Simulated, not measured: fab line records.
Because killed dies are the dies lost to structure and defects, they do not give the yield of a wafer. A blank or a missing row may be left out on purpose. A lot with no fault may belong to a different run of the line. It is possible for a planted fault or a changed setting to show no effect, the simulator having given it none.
fab line records || flow n5Finfet
[record] {"lots": 11, "wafers": 33, "lastDay": 18}
route steps=1938 shown BEOL_M12@1614
lots untouched by any fault: they come from a run of this same line in which no faults occurred
startH: hours from the record's first day to the start of the lot's first wafer shown || waitH: hours since the lot's step before || " identical to the entry in the row above || L1.1+2: several wafers, shown together as one row || - value missing, or start not given || * or withheld: withheld || < > ~ a bound
route shown NAME@n: NAME is a module with steps in the file, n the number in the route of the first one || usual: mean and standard deviation over wafers with no fault || same: alike in all rows || chamber/n: place in a boat || sites: per-site readings || _std_site: how widely they spread, as a standard deviation || _edge_site: inner sites' mean taken away from outer sites' mean || radiusMm: how far each site lies from the wafer's centre || mask NAME#n: copy n || behind: the last tool/chamber to shape the wafer || hold: the reason the lot was held/the length of the hold in hours/how it ended || device: transistor that didn't switch, given as n, p or np || end of line: the same wafers' tests at the end of the route || for a step that has no rows: nothing shown but its recipe || killed: the dies lost at the first sort to structure and to defects; this is not the yield of the wafer || map: dies across one wafer; x = killed, . = not, _ = none there
set.NAME: the setting that was run; set.NAME@STEP: the one run at that earlier step || model.NAME: the simulator's own value behind a step, which no gauge read
a sample of lots followed through the steps of the route, with each step as a table and each wafer as a row
services: a tool's chamber out of use, with start hour (startH, from the record's first day; less than 0 if before it), hours out, and reason
[[steps]]
[step N5_BEOL_M12_INSPECT_12]
[recipe] {"mode": "adi", "inspectInstrument": "macro"}
[usual] {"rawDefectCount": "2.0/1.5"}
{"lot.wafer": "L892.1", "tool": "defectInspect-01", "chamber": "-", "startH": 248.41, "waitH": 0.0, "rawDefectCount": 6}
{"lot.wafer": "L892.2", "tool": "defectInspect-01", "chamber": "-", "startH": 248.41, "waitH": 0.0, "rawDefectCount": 0}
{"lot.wafer": "L892.3", "tool": "defectInspect-01", "chamber": "-", "startH": 248.41, "waitH": 0.0, "rawDefectCount": 2}
{"lot.wafer": "L894.1", "tool": "defectInspect-01", "chamber": "-", "startH": 269.15, "waitH": 0.0, "rawDefectCount": 2}
{"lot.wafer": "L894.3", "tool": "defectInspect-01", "chamber": "-", "startH": 269.15, "waitH": 0.0, "rawDefectCount": 1}
{"lot.wafer": "L894.4", "tool": "defectInspect-01", "chamber": "-", "startH": 269.15, "waitH": 0.0, "rawDefectCount": 1}
{"lot.wafer": "L898.1", "tool": "defectInspect-02", "chamber": "-", "startH": 278.95, "waitH": 0.0, "rawDefectCount": 1}
{"lot.wafer": "L898.3", "tool": "defectInspect-02", "chamber": "-", "startH": 278.95, "waitH": 0.0, "rawDefectCount": 1}
{"lot.wafer": "L898.5", "tool": "defectInspect-02", "chamber": "-", "startH": 278.95, "waitH": 0.0, "rawDefectCount": 0}
{"lot.wafer": "L901.2", "tool": "defectInspect-01", "chamber": "-", "startH": 305.65, "waitH": 0.0, "rawDefectCount": 0}
{"lot.wafer": "L901.5", "tool": "defectInspect-01", "chamber": "-", "startH": 305.65, "waitH": 0.0, "rawDefectCount": 1}
{"lot.wafer": "L901.6", "tool": "defectInspect-01", "chamber": "-", "startH": 305.65, "waitH": 0.0, "rawDefectCount": 3}
{"lot.wafer": "L900.1", "tool": "defectInspect-01", "chamber": "-", "startH": 305.88, "waitH": 0.0, "rawDefectCount": 1}
{"lot.wafer": "L900.4", "tool": "defectInspect-01", "chamber": "-", "startH": 305.88, "waitH": 0.0, "rawDefectCount": 1}
{"lot.wafer": "L900.5", "tool": "defectInspect-01", "chamber": "-", "startH": 305.88, "waitH": 0.0, "rawDefectCount": 2}
{"lot.wafer": "L902.1", "tool": "defectInspect-02", "chamber": "-", "startH": 319.35, "waitH": 0.0, "rawDefectCount": 2}
{"lot.wafer": "L902.4", "tool": "defectInspect-02", "chamber": "-", "startH": 319.35, "waitH": 0.0, "rawDefectCount": 4}
{"lot.wafer": "L902.5", "tool": "defectInspect-02", "chamber": "-", "startH": 319.35, "waitH": 0.0, "rawDefectCount": 2}
{"lot.wafer": "L909.1", "tool": "defectInspect-02", "chamber": "-", "startH": 354.81, "waitH": 0.0, "rawDefectCount": 3}
{"lot.wafer": "L909.4", "tool": "defectInspect-02", "chamber": "-", "startH": 354.81, "waitH": 0.0, "rawDefectCount": 2}
{"lot.wafer": "L909.6", "tool": "defectInspect-02", "chamber": "-", "startH": 354.81, "waitH": 0.0, "rawDefectCount": 5}
{"lot.wafer": "L912.1", "tool": "defectInspect-02", "chamber": "-", "startH": 363.68, "waitH": 0.0, "rawDefectCount": 1}
{"lot.wafer": "L912.4", "tool": "defectInspect-02", "chamber": "-", "startH": 363.68, "waitH": 0.0, "rawDefectCount": 1}
{"lot.wafer": "L912.6", "tool": "defectInspect-02", "chamber": "-", "startH": 363.68, "waitH": 0.0, "rawDefectCount": 1}
{"lot.wafer": "L911.3", "tool": "defectInspect-02", "chamber": "-", "startH": 376.37, "waitH": 0.0, "rawDefectCount": 0}
{"lot.wafer": "L911.4", "tool": "defectInspect-02", "chamber": "-", "startH": 376.37, "waitH": 0.0, "rawDefectCount": 1}
{"lot.wafer": "L911.6", "tool": "defectInspect-02", "chamber": "-", "startH": 376.37, "waitH": 0.0, "rawDefectCount": 1}
{"lot.wafer": "L913.2", "tool": "defectInspect-02", "chamber": "-", "startH": 377.11, "waitH": 0.0, "rawDefectCount": 1}
{"lot.wafer": "L913.3", "tool": "defectInspect-02", "chamber": "-", "startH": 377.11, "waitH": 0.0, "rawDefectCount": 2}
{"lot.wafer": "L913.6", "tool": "defectInspect-02", "chamber": "-", "startH": 377.11, "waitH": 0.0, "rawDefectCount": 2}
{"lot.wafer": "L915.1", "tool": "defectInspect-02", "chamber": "-", "startH": 380.90, "waitH": 0.0, "rawDefectCount": 1}
{"lot.wafer": "L915.4", "tool": "defectInspect-02", "chamber": "-", "startH": 380.90, "waitH": 0.0, "rawDefectCount": 1}
{"lot.wafer": "L915.6", "tool": "defectInspect-02", "chamber": "-", "startH": 380.90, "waitH": 0.0, "rawDefectCount": 2}
[step N5_BEOL_M12_COAT_22]
[recipe] {"spinRpm": 2888, "resistThkNm": 300}
[usual] {"spinSpeedRpm": "2887.8/1.8"}
{"lot.wafer": "L892.1", "tool": "lithoTrack-04", "chamber": 0, "startH": 250.58, "waitH": "-", "spinSpeedRpm": 2890.2}
{"lot.wafer": "L892.2", "tool": "lithoTrack-04", "chamber": 0, "startH": 250.58, "waitH": "-", "spinSpeedRpm": 2885.6}
{"lot.wafer": "L892.3", "tool": "lithoTrack-04", "chamber": 0, "startH": 250.58, "waitH": "-", "spinSpeedRpm": 2886.5}
{"lot.wafer": "L894.1", "tool": "lithoTrack-04", "chamber": 0, "startH": 269.72, "waitH": "-", "spinSpeedRpm": 2887.5}
{"lot.wafer": "L894.3", "tool": "lithoTrack-04", "chamber": 0, "startH": 269.72, "waitH": "-", "spinSpeedRpm": 2888.2}
{"lot.wafer": "L894.4", "tool": "lithoTrack-04", "chamber": 0, "startH": 269.72, "waitH": "-", "spinSpeedRpm": 2887.3}
{"lot.wafer": "L898.1", "tool": "lithoTrack-03", "chamber": 0, "startH": 279.55, "waitH": "-", "spinSpeedRpm": 2888.2}
{"lot.wafer": "L898.3", "tool": "lithoTrack-03", "chamber": 0, "startH": 279.55, "waitH": "-", "spinSpeedRpm": 2886.1}
{"lot.wafer": "L898.5", "tool": "lithoTrack-03", "chamber": 0, "startH": 279.55, "waitH": "-", "spinSpeedRpm": 2889.5}
{"lot.wafer": "L901.2", "tool": "lithoTrack-03", "chamber": 0, "startH": 306.22, "waitH": "-", "spinSpeedRpm": 2723.9}
{"lot.wafer": "L901.5", "tool": "lithoTrack-03", "chamber": 0, "startH": 306.22, "waitH": "-", "spinSpeedRpm": 2719.2}
{"lot.wafer": "L901.6", "tool": "lithoTrack-03", "chamber": 0, "startH": 306.22, "waitH": "-", "spinSpeedRpm": 2721.5}
{"lot.wafer": "L900.1", "tool": "lithoTrack-03", "chamber": 0, "startH": 306.45, "waitH": "-", "spinSpeedRpm": 2721.5}
{"lot.wafer": "L900.4", "tool": "lithoTrack-03", "chamber": 0, "startH": 306.45, "waitH": "-", "spinSpeedRpm": 2723.9}
{"lot.wafer": "L900.5", "tool": "lithoTrack-03", "chamber": 0, "startH": 306.45, "waitH": "-", "spinSpeedRpm": 2721.8}
{"lot.wafer": "L902.1", "tool": "lithoTrack-03", "chamber": 0, "startH": 319.92, "waitH": "-", "spinSpeedRpm": 2721.3}
{"lot.wafer": "L902.4", "tool": "lithoTrack-03", "chamber": 0, "startH": 319.92, "waitH": "-", "spinSpeedRpm": 2721.2}
{"lot.wafer": "L902.5", "tool": "lithoTrack-03", "chamber": 0, "startH": 319.92, "waitH": "-", "spinSpeedRpm": 2721.4}
{"lot.wafer": "L909.1", "tool": "lithoTrack-04", "chamber": 0, "startH": 355.40, "waitH": "-", "spinSpeedRpm": 2887.0}
{"lot.wafer": "L909.4", "tool": "lithoTrack-04", "chamber": 0, "startH": 355.40, "waitH": "-", "spinSpeedRpm": 2888.8}
{"lot.wafer": "L909.6", "tool": "lithoTrack-04", "chamber": 0, "startH": 355.40, "waitH": "-", "spinSpeedRpm": 2888.4}
{"lot.wafer": "L912.1", "tool": "lithoTrack-02", "chamber": 0, "startH": 364.26, "waitH": "-", "spinSpeedRpm": 2886.6}
{"lot.wafer": "L912.4", "tool": "lithoTrack-02", "chamber": 0, "startH": 364.26, "waitH": "-", "spinSpeedRpm": 2887.0}
{"lot.wafer": "L912.6", "tool": "lithoTrack-02", "chamber": 0, "startH": 364.26, "waitH": "-", "spinSpeedRpm": 2889.7}
{"lot.wafer": "L911.3", "tool": "lithoTrack-03", "chamber": 0, "startH": 376.99, "waitH": "-", "spinSpeedRpm": 2890.2}
{"lot.wafer": "L911.4", "tool": "lithoTrack-03", "chamber": 0, "startH": 376.99, "waitH": "-", "spinSpeedRpm": 2889.8}
{"lot.wafer": "L911.6", "tool": "lithoTrack-03", "chamber": 0, "startH": 376.99, "waitH": "-", "spinSpeedRpm": 2889.5}
{"lot.wafer": "L913.2", "tool": "lithoTrack-03", "chamber": 0, "startH": 378.01, "waitH": "-", "spinSpeedRpm": 2891.4}
{"lot.wafer": "L913.3", "tool": "lithoTrack-03", "chamber": 0, "startH": 378.01, "waitH": "-", "spinSpeedRpm": 2889.5}
{"lot.wafer": "L913.6", "tool": "lithoTrack-03", "chamber": 0, "startH": 378.01, "waitH": "-", "spinSpeedRpm": 2888.3}
{"lot.wafer": "L915.1", "tool": "lithoTrack-02", "chamber": 0, "startH": 381.47, "waitH": "-", "spinSpeedRpm": 2888.6}
{"lot.wafer": "L915.4", "tool": "lithoTrack-02", "chamber": 0, "startH": 381.47, "waitH": "-", "spinSpeedRpm": 2887.7}
{"lot.wafer": "L915.6", "tool": "lithoTrack-02", "chamber": 0, "startH": 381.47, "waitH": "-", "spinSpeedRpm": 2890.1}
[step N5_BEOL_M12_OVL_MEAS_29]
[recipe] {"pointsPerWafer": 44}
[usual] {"M12_OVL": "0/5.8"}
{"lot.wafer": "L892.1", "tool": "overlay-02", "chamber": 0, "startH": 250.90, "waitH": 0.0, "M12_OVL[nm]": -2}
{"lot.wafer": "L892.2", "tool": "overlay-02", "chamber": 0, "startH": 250.90, "waitH": 0.0, "M12_OVL[nm]": -11}
{"lot.wafer": "L892.3", "tool": "overlay-02", "chamber": 0, "startH": 250.90, "waitH": 0.0, "M12_OVL[nm]": -8}
{"lot.wafer": "L894.1", "tool": "overlay-01", "chamber": 0, "startH": 270.04, "waitH": 0.0, "M12_OVL[nm]": -5}
{"lot.wafer": "L894.3", "tool": "overlay-01", "chamber": 0, "startH": 270.04, "waitH": 0.0, "M12_OVL[nm]": 3}
{"lot.wafer": "L894.4", "tool": "overlay-01", "chamber": 0, "startH": 270.04, "waitH": 0.0, "M12_OVL[nm]": -2}
{"lot.wafer": "L898.1", "tool": "overlay-02", "chamber": 0, "startH": 279.87, "waitH": 0.0, "M12_OVL[nm]": 3}
{"lot.wafer": "L898.3", "tool": "overlay-02", "chamber": 0, "startH": 279.87, "waitH": 0.0, "M12_OVL[nm]": 17}
{"lot.wafer": "L898.5", "tool": "overlay-02", "chamber": 0, "startH": 279.87, "waitH": 0.0, "M12_OVL[nm]": 4}
{"lot.wafer": "L901.2", "tool": "overlay-01", "chamber": 0, "startH": 306.54, "waitH": 0.0, "M12_OVL[nm]": 0}
{"lot.wafer": "L901.5", "tool": "overlay-01", "chamber": 0, "startH": 306.54, "waitH": 0.0, "M12_OVL[nm]": 6}
{"lot.wafer": "L901.6", "tool": "overlay-01", "chamber": 0, "startH": 306.54, "waitH": 0.0, "M12_OVL[nm]": 1}
{"lot.wafer": "L900.1", "tool": "overlay-01", "chamber": 0, "startH": 306.77, "waitH": 0.0, "M12_OVL[nm]": -8}
{"lot.wafer": "L900.4", "tool": "overlay-01", "chamber": 0, "startH": 306.77, "waitH": 0.0, "M12_OVL[nm]": -10}
{"lot.wafer": "L900.5", "tool": "overlay-01", "chamber": 0, "startH": 306.77, "waitH": 0.0, "M12_OVL[nm]": -6}
{"lot.wafer": "L902.1", "tool": "overlay-01", "chamber": 0, "startH": 320.36, "waitH": 0.0, "M12_OVL[nm]": 3}
{"lot.wafer": "L902.4", "tool": "overlay-01", "chamber": 0, "startH": 320.36, "waitH": 0.0, "M12_OVL[nm]": -2}
{"lot.wafer": "L902.5", "tool": "overlay-01", "chamber": 0, "startH": 320.36, "waitH": 0.0, "M12_OVL[nm]": -4}
{"lot.wafer": "L909.1", "tool": "overlay-01", "chamber": 0, "startH": 355.71, "waitH": 0.0, "M12_OVL[nm]": -11}
{"lot.wafer": "L909.4", "tool": "overlay-01", "chamber": 0, "startH": 355.71, "waitH": 0.0, "M12_OVL[nm]": -7}
{"lot.wafer": "L909.6", "tool": "overlay-01", "chamber": 0, "startH": 355.71, "waitH": 0.0, "M12_OVL[nm]": 4}
{"lot.wafer": "L912.1", "tool": "overlay-01", "chamber": 0, "startH": 364.70, "waitH": 0.0, "M12_OVL[nm]": 4}
{"lot.wafer": "L912.4", "tool": "overlay-01", "chamber": 0, "startH": 364.70, "waitH": 0.0, "M12_OVL[nm]": 6}
{"lot.wafer": "L912.6", "tool": "overlay-01", "chamber": 0, "startH": 364.70, "waitH": 0.0, "M12_OVL[nm]": 6}
{"lot.wafer": "L911.3", "tool": "overlay-01", "chamber": 0, "startH": 377.44, "waitH": 0.0, "M12_OVL[nm]": 5}
{"lot.wafer": "L911.4", "tool": "overlay-01", "chamber": 0, "startH": 377.44, "waitH": 0.0, "M12_OVL[nm]": 0}
{"lot.wafer": "L911.6", "tool": "overlay-01", "chamber": 0, "startH": 377.44, "waitH": 0.0, "M12_OVL[nm]": 3}
{"lot.wafer": "L913.2", "tool": "overlay-02", "chamber": 0, "startH": 378.45, "waitH": 0.0, "M12_OVL[nm]": -7}
{"lot.wafer": "L913.3", "tool": "overlay-02", "chamber": 0, "startH": 378.45, "waitH": 0.0, "M12_OVL[nm]": 0}
{"lot.wafer": "L913.6", "tool": "overlay-02", "chamber": 0, "startH": 378.45, "waitH": 0.0, "M12_OVL[nm]": -4}
{"lot.wafer": "L915.1", "tool": "overlay-02", "chamber": 0, "startH": 381.78, "waitH": 0.0, "M12_OVL[nm]": 4}
{"lot.wafer": "L915.4", "tool": "overlay-02", "chamber": 0, "startH": 381.78, "waitH": 0.0, "M12_OVL[nm]": 9}
{"lot.wafer": "L915.6", "tool": "overlay-02", "chamber": 0, "startH": 381.78, "waitH": 0.0, "M12_OVL[nm]": 7}
[step N5_BEOL_M12_DESCUM_33]
[recipe] {"chemistry": "O2", "timeS": 7.9, "sourcePowerW": 50, "biasPowerW": 20, "pressureMtorr": 20, "rfFrequencyHz": 2.712e+07, "tempC": 40, "o2FlowSccm": 225}
[usual] {"drypumpMotorCurrentA": "5.8/0.31", "oesProductAu": "0.79/0.064", "rfFwdPowerW": "49.34/0.24", "rfVppV": "243.2/1.6", "showerheadPlenumPTorr": "2.09/0.081", "tempC": "39.99/0.11", "throttleValvePct": "20.45/0.27"}
[same] {"timeS": 7.9}
{"lot.wafer": "L892.1", "tool": "rieDiel-01", "chamber": 0, "startH": 251.50, "waitH": 0.6, "drypumpMotorCurrentA": 6.0, "oesProductAu": 0.79, "rfFwdPowerW": 49.24, "rfHoursCounterH": 126, "rfVppV": 241.2, "showerheadPlenumPTorr": 2.02, "tempC": 39.95, "throttleValvePct": 20.20}
{"lot.wafer": "L892.2", "tool": "rieDiel-01", "chamber": 3, "startH": 251.50, "waitH": 0.6, "drypumpMotorCurrentA": 5.8, "oesProductAu": 0.75, "rfFwdPowerW": 49.16, "rfHoursCounterH": 148, "rfVppV": 240.6, "showerheadPlenumPTorr": 2.01, "tempC": 40.04, "throttleValvePct": 20.68}
{"lot.wafer": "L892.3", "tool": "rieDiel-01", "chamber": 2, "startH": 251.50, "waitH": 0.6, "drypumpMotorCurrentA": 6.2, "oesProductAu": 0.69, "rfFwdPowerW": 49.75, "rfHoursCounterH": 234, "rfVppV": 242.5, "showerheadPlenumPTorr": 2.07, "tempC": 40.02, "throttleValvePct": 20.41}
{"lot.wafer": "L894.1", "tool": "rieDiel-04", "chamber": 0, "startH": 270.09, "waitH": 0.0, "drypumpMotorCurrentA": 5.5, "oesProductAu": 0.81, "rfFwdPowerW": 49.35, "rfHoursCounterH": 100, "rfVppV": 242.2, "showerheadPlenumPTorr": 2.03, "tempC": 39.99, "throttleValvePct": 20.15}
{"lot.wafer": "L894.3", "tool": "rieDiel-04", "chamber": 2, "startH": 270.09, "waitH": 0.0, "drypumpMotorCurrentA": 5.6, "oesProductAu": 0.73, "rfFwdPowerW": 49.17, "rfHoursCounterH": 208, "rfVppV": 243.5, "showerheadPlenumPTorr": 2.15, "tempC": 40.18, "throttleValvePct": 20.81}
{"lot.wafer": "L894.4", "tool": "rieDiel-04", "chamber": 1, "startH": 270.09, "waitH": 0.0, "drypumpMotorCurrentA": 6.2, "oesProductAu": 0.83, "rfFwdPowerW": 48.82, "rfHoursCounterH": 63, "rfVppV": 244.9, "showerheadPlenumPTorr": 2.20, "tempC": 39.93, "throttleValvePct": 20.35}
{"lot.wafer": "L898.1", "tool": "rieDiel-03", "chamber": 2, "startH": 279.93, "waitH": 0.0, "drypumpMotorCurrentA": 5.5, "oesProductAu": 0.73, "rfFwdPowerW": 49.74, "rfHoursCounterH": 179, "rfVppV": 245.6, "showerheadPlenumPTorr": 2.18, "tempC": 40.10, "throttleValvePct": 20.89}
{"lot.wafer": "L898.3", "tool": "rieDiel-03", "chamber": 0, "startH": 279.93, "waitH": 0.0, "drypumpMotorCurrentA": 5.1, "oesProductAu": 0.86, "rfFwdPowerW": 49.33, "rfHoursCounterH": 38, "rfVppV": 242.2, "showerheadPlenumPTorr": 2.03, "tempC": 39.95, "throttleValvePct": 20.27}
{"lot.wafer": "L898.5", "tool": "rieDiel-03", "chamber": 0, "startH": 279.93, "waitH": 0.0, "drypumpMotorCurrentA": 5.1, "oesProductAu": 0.86, "rfFwdPowerW": 49.49, "rfHoursCounterH": "-", "rfVppV": 242.8, "showerheadPlenumPTorr": 2.03, "tempC": 40.10, "throttleValvePct": 20.28}
{"lot.wafer": "L901.2", "tool": "rieDiel-04", "chamber": 0, "startH": 307.08, "waitH": 0.5, "drypumpMotorCurrentA": 5.5, "oesProductAu": 0.81, "rfFwdPowerW": 49.44, "rfHoursCounterH": 111, "rfVppV": 240.3, "showerheadPlenumPTorr": 2.03, "tempC": 40.04, "throttleValvePct": 20.16}
{"lot.wafer": "L901.5", "tool": "rieDiel-04", "chamber": 2, "startH": 307.08, "waitH": 0.5, "drypumpMotorCurrentA": 5.6, "oesProductAu": 0.72, "rfFwdPowerW": 49.35, "rfHoursCounterH": "-", "rfVppV": 244.3, "showerheadPlenumPTorr": 2.14, "tempC": 40.03, "throttleValvePct": 20.84}
{"lot.wafer": "L901.6", "tool": "rieDiel-04", "chamber": 3, "startH": 307.08, "waitH": 0.5, "drypumpMotorCurrentA": 5.7, "oesProductAu": 0.79, "rfFwdPowerW": 49.65, "rfHoursCounterH": "-", "rfVppV": 245.9, "showerheadPlenumPTorr": 2.20, "tempC": 39.98, "throttleValvePct": 20.54}
{"lot.wafer": "L900.1", "tool": "rieDiel-03", "chamber": 1, "startH": 307.15, "waitH": 0.4, "drypumpMotorCurrentA": 6.4, "oesProductAu": 0.85, "rfFwdPowerW": 49.47, "rfHoursCounterH": 58, "rfVppV": 242.4, "showerheadPlenumPTorr": 2.03, "tempC": 39.91, "throttleValvePct": 20.06}
{"lot.wafer": "L900.4", "tool": "rieDiel-03", "chamber": 3, "startH": 307.15, "waitH": 0.4, "drypumpMotorCurrentA": 5.9, "oesProductAu": 0.72, "rfFwdPowerW": 49.44, "rfHoursCounterH": 212, "rfVppV": 242.9, "showerheadPlenumPTorr": 1.99, "tempC": 40.28, "throttleValvePct": 20.67}
{"lot.wafer": "L900.5", "tool": "rieDiel-03", "chamber": 0, "startH": 307.15, "waitH": 0.4, "drypumpMotorCurrentA": 5.1, "oesProductAu": 0.85, "rfFwdPowerW": 49.52, "rfHoursCounterH": "-", "rfVppV": 241.8, "showerheadPlenumPTorr": 2.03, "tempC": 40.07, "throttleValvePct": 20.29}
{"lot.wafer": "L902.1", "tool": "rieDiel-01", "chamber": 2, "startH": 320.42, "waitH": 0.0, "drypumpMotorCurrentA": 6.2, "oesProductAu": 0.98, "rfFwdPowerW": 49.40, "rfHoursCounterH": 3, "rfVppV": 242.9, "showerheadPlenumPTorr": 2.06, "tempC": 39.98, "throttleValvePct": 20.06}
{"lot.wafer": "L902.4", "tool": "rieDiel-01", "chamber": 1, "startH": 320.42, "waitH": 0.0, "drypumpMotorCurrentA": 5.9, "oesProductAu": 0.90, "rfFwdPowerW": 49.65, "rfHoursCounterH": 24, "rfVppV": 243.3, "showerheadPlenumPTorr": 2.06, "tempC": 39.93, "throttleValvePct": 20.18}
{"lot.wafer": "L902.5", "tool": "rieDiel-01", "chamber": 2, "startH": 320.42, "waitH": 0.0, "drypumpMotorCurrentA": 6.2, "oesProductAu": 0.97, "rfFwdPowerW": 49.70, "rfHoursCounterH": "-", "rfVppV": 244.0, "showerheadPlenumPTorr": 2.07, "tempC": 40.15, "throttleValvePct": 20.10}
{"lot.wafer": "L909.1", "tool": "rieDiel-01", "chamber": 2, "startH": 355.85, "waitH": 0.1, "drypumpMotorCurrentA": 6.2, "oesProductAu": 0.92, "rfFwdPowerW": 49.71, "rfHoursCounterH": 14, "rfVppV": 243.1, "showerheadPlenumPTorr": 2.06, "tempC": 39.90, "throttleValvePct": 20.09}
{"lot.wafer": "L909.4", "tool": "rieDiel-01", "chamber": 0, "startH": 355.85, "waitH": 0.1, "drypumpMotorCurrentA": 6.1, "oesProductAu": 0.76, "rfFwdPowerW": 49.35, "rfHoursCounterH": 167, "rfVppV": 242.2, "showerheadPlenumPTorr": 2.01, "tempC": 40.07, "throttleValvePct": 20.25}
{"lot.wafer": "L909.6", "tool": "rieDiel-01", "chamber": 3, "startH": 355.85, "waitH": 0.1, "drypumpMotorCurrentA": 5.7, "oesProductAu": 0.72, "rfFwdPowerW": 49.29, "rfHoursCounterH": "-", "rfVppV": 243.7, "showerheadPlenumPTorr": 2.00, "tempC": 39.82, "throttleValvePct": 20.77}
{"lot.wafer": "L912.1", "tool": "rieDiel-04", "chamber": 0, "startH": 365.09, "waitH": 0.4, "drypumpMotorCurrentA": 5.5, "oesProductAu": 0.79, "rfFwdPowerW": 49.45, "rfHoursCounterH": 134, "rfVppV": 241.5, "showerheadPlenumPTorr": 2.02, "tempC": 40.06, "throttleValvePct": 20.20}
{"lot.wafer": "L912.4", "tool": "rieDiel-04", "chamber": 3, "startH": 365.09, "waitH": 0.4, "drypumpMotorCurrentA": 5.7, "oesProductAu": 0.77, "rfFwdPowerW": 49.69, "rfHoursCounterH": "-", "rfVppV": 244.3, "showerheadPlenumPTorr": 2.20, "tempC": 39.71, "throttleValvePct": 20.59}
{"lot.wafer": "L912.6", "tool": "rieDiel-04", "chamber": 2, "startH": 365.09, "waitH": 0.4, "drypumpMotorCurrentA": 5.6, "oesProductAu": 0.70, "rfFwdPowerW": 49.12, "rfHoursCounterH": "-", "rfVppV": 244.4, "showerheadPlenumPTorr": 2.13, "tempC": 39.95, "throttleValvePct": 20.86}
{"lot.wafer": "L911.3", "tool": "rieDiel-04", "chamber": 3, "startH": 377.73, "waitH": 0.3, "drypumpMotorCurrentA": 5.6, "oesProductAu": 0.76, "rfFwdPowerW": 49.60, "rfHoursCounterH": 109, "rfVppV": 244.5, "showerheadPlenumPTorr": 2.19, "tempC": 39.68, "throttleValvePct": 20.58}
{"lot.wafer": "L911.4", "tool": "rieDiel-04", "chamber": 3, "startH": 377.73, "waitH": 0.3, "drypumpMotorCurrentA": 5.7, "oesProductAu": 0.75, "rfFwdPowerW": 49.69, "rfHoursCounterH": "-", "rfVppV": 243.7, "showerheadPlenumPTorr": 2.19, "tempC": 39.84, "throttleValvePct": 20.62}
{"lot.wafer": "L911.6", "tool": "rieDiel-04", "chamber": 0, "startH": 377.73, "waitH": 0.3, "drypumpMotorCurrentA": 5.5, "oesProductAu": 0.78, "rfFwdPowerW": 49.36, "rfHoursCounterH": "-", "rfVppV": 242.6, "showerheadPlenumPTorr": 2.01, "tempC": 40.03, "throttleValvePct": 20.20}
{"lot.wafer": "L913.2", "tool": "rieDiel-04", "chamber": 0, "startH": 378.51, "waitH": 0.0, "drypumpMotorCurrentA": 5.5, "oesProductAu": 0.79, "rfFwdPowerW": 49.16, "rfHoursCounterH": 142, "rfVppV": 241.6, "showerheadPlenumPTorr": 2.01, "tempC": 39.77, "throttleValvePct": 20.21}
{"lot.wafer": "L913.3", "tool": "rieDiel-04", "chamber": 3, "startH": 378.51, "waitH": 0.0, "drypumpMotorCurrentA": 5.6, "oesProductAu": 0.76, "rfFwdPowerW": 49.36, "rfHoursCounterH": 109, "rfVppV": 245.3, "showerheadPlenumPTorr": 2.19, "tempC": 40.01, "throttleValvePct": 20.60}
{"lot.wafer": "L913.6", "tool": "rieDiel-04", "chamber": 3, "startH": 378.51, "waitH": 0.0, "drypumpMotorCurrentA": 5.6, "oesProductAu": 0.77, "rfFwdPowerW": 49.29, "rfHoursCounterH": "-", "rfVppV": 245.9, "showerheadPlenumPTorr": 2.19, "tempC": 39.90, "throttleValvePct": 20.59}
{"lot.wafer": "L915.1", "tool": "rieDiel-01", "chamber": 0, "startH": 382.10, "waitH": 0.3, "drypumpMotorCurrentA": 6.0, "oesProductAu": 0.74, "rfFwdPowerW": 49.34, "rfHoursCounterH": 177, "rfVppV": 241.9, "showerheadPlenumPTorr": 2.00, "tempC": 40.02, "throttleValvePct": 20.26}
{"lot.wafer": "L915.4", "tool": "rieDiel-01", "chamber": 3, "startH": 382.10, "waitH": 0.3, "drypumpMotorCurrentA": 5.7, "oesProductAu": 0.72, "rfFwdPowerW": 48.92, "rfHoursCounterH": 198, "rfVppV": 240.8, "showerheadPlenumPTorr": 1.99, "tempC": 40.10, "throttleValvePct": 20.75}
{"lot.wafer": "L915.6", "tool": "rieDiel-01", "chamber": 0, "startH": 382.10, "waitH": 0.3, "drypumpMotorCurrentA": 6.1, "oesProductAu": 0.74, "rfFwdPowerW": 49.29, "rfHoursCounterH": "-", "rfVppV": 242.3, "showerheadPlenumPTorr": 2.00, "tempC": 40.16, "throttleValvePct": 20.27}
[[services]]
{"tool": "rieDiel-04", "chamber": "-", "startH": 240.08, "hours": 14.6, "kind": "pm"}
{"tool": "rieDiel-01", "chamber": 1, "startH": 244.09, "hours": "-", "kind": "clean"}
{"tool": "rieDiel-01", "chamber": 1, "startH": 244.09, "hours": "-", "kind": "consumableReplace:focusRing"}
{"tool": "rieDiel-01", "chamber": 1, "startH": 244.09, "hours": 13.9, "kind": "scheduledDown"}
{"tool": "rieDiel-01", "chamber": 1, "startH": 244.09, "hours": 13.9, "kind": "ventCycle"}
{"tool": "rieDiel-01", "chamber": 2, "startH": 290.57, "hours": "-", "kind": "clean"}
{"tool": "rieDiel-01", "chamber": 2, "startH": 290.57, "hours": "-", "kind": "consumableReplace:focusRing"}
{"tool": "rieDiel-01", "chamber": 2, "startH": 290.57, "hours": 21.6, "kind": "scheduledDown"}
{"tool": "rieDiel-01", "chamber": 2, "startH": 290.57, "hours": 21.6, "kind": "ventCycle"}
{"tool": "rieDiel-04", "chamber": 1, "startH": 344.77, "hours": 30.9, "kind": "repair"}
{"tool": "rieDiel-03", "chamber": "-", "startH": 361.14, "hours": 2.8, "kind": "pm"}
{"tool": "rieDiel-04", "chamber": 2, "startH": 376.09, "hours": "-", "kind": "clean"}
{"tool": "rieDiel-04", "chamber": 2, "startH": 376.09, "hours": "-", "kind": "consumableReplace:focusRing"}
{"tool": "rieDiel-04", "chamber": 2, "startH": 376.09, "hours": 16.8, "kind": "scheduledDown"}
{"tool": "rieDiel-04", "chamber": 2, "startH": 376.09, "hours": 16.8, "kind": "ventCycle"}
[[key]]
[firstSign] {"step": "N5_BEOL_M12_COAT_22", "reading": "spinSpeedRpm", "direction": "down", "sigmas": 94, "usual": "*", "struck": "*"}
effect none on later readings
metAt N5_BEOL_M12_COAT_22
struckLots L900,L901,L902
notActingAt N5_BEOL_M12_INSPECT_12,N5_BEOL_M12_OVL_MEAS_29,N5_BEOL_M12_DESCUM_33
onsetBetween 279.55 306.22
[fault] {"kind": "processParameterDrift", "tool": "lithoTrack-03", "chamber": "-", "onsetH": 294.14, "steps": "N5_BEOL_M12_COAT_22", "channel": "spinRpm", "offset": "*", "shape": "step", "endH": 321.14, "actsIn": "*", "stated": "*"}
